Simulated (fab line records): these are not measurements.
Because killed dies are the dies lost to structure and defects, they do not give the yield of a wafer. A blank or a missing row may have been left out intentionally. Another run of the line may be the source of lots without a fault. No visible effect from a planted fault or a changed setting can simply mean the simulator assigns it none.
Chamber matching    flow nand_harc    rie_diel-02 running NHARC_A_STAIRCASE_DESCUM_11: 4 sister chambers
The step chemistry O2, time 3 s. 8 wafers are shown with their chamber, then 10 later ones without.

== WAFERS WITH THEIR CHAMBER ==
wafer   chamber  showerhead_plenum_p_Torr (Torr)  drypump_motor_current_A (A)
L081.1  3        1.86                             5.3
L081.3  0        1.93                             5.2
L081.5  1        2.06                             6.2
L088.4  2        1.90                             4.9
L088.5  2        1.90                             5.0
L088.6  3        1.85                             5.2
L091.4  0        1.92                             5.2
L091.5  1        2.05                             6.2

== WAFERS WHOSE CHAMBER IS MISSING ==
wafer   showerhead_plenum_p_Torr (Torr)  drypump_motor_current_A (A)
L091.6  1.92                             5.2
L091.1  2.05                             6.2
L091.2  1.89                             4.9
L091.3  1.85                             5.2
L090.1  1.89                             5.0
L090.2  2.05                             6.2
L090.6  1.89                             4.9
L093.2  2.04                             6.2
L093.3  1.89                             5.0
L093.4  1.85                             5.2

== WHICH CHAMBER EACH WENT THROUGH ==
wafer   from the rows above  in truth
L091.6  0                    0
L091.1  1                    1
L091.2  2                    2
L091.3  3                    3
L090.1  2                    2
L090.2  1                    1
L090.6  2                    2
L093.2  1                    1
L093.3  2                    2
L093.4  3                    3
Correct placement for 10 of the 10. From these rows, 0 cannot be placed. Wrongly placed: 0.
How it was worked out, from the rows above alone: a wafer's distance from a chamber is the root of the sum, over the readings, of the square of ((its reading less the chamber's mean) divided by the reading's scatter). The wafer belongs to the nearest chamber; if the next one is less than 2 further off, it can't be placed. For every chamber, the mean is computed from those of its wafers that are shown. How the scatter is found: for the shown wafers, subtract from each reading the mean of its chamber, square and add these, divide the total by (wafers less chambers), then take the root.
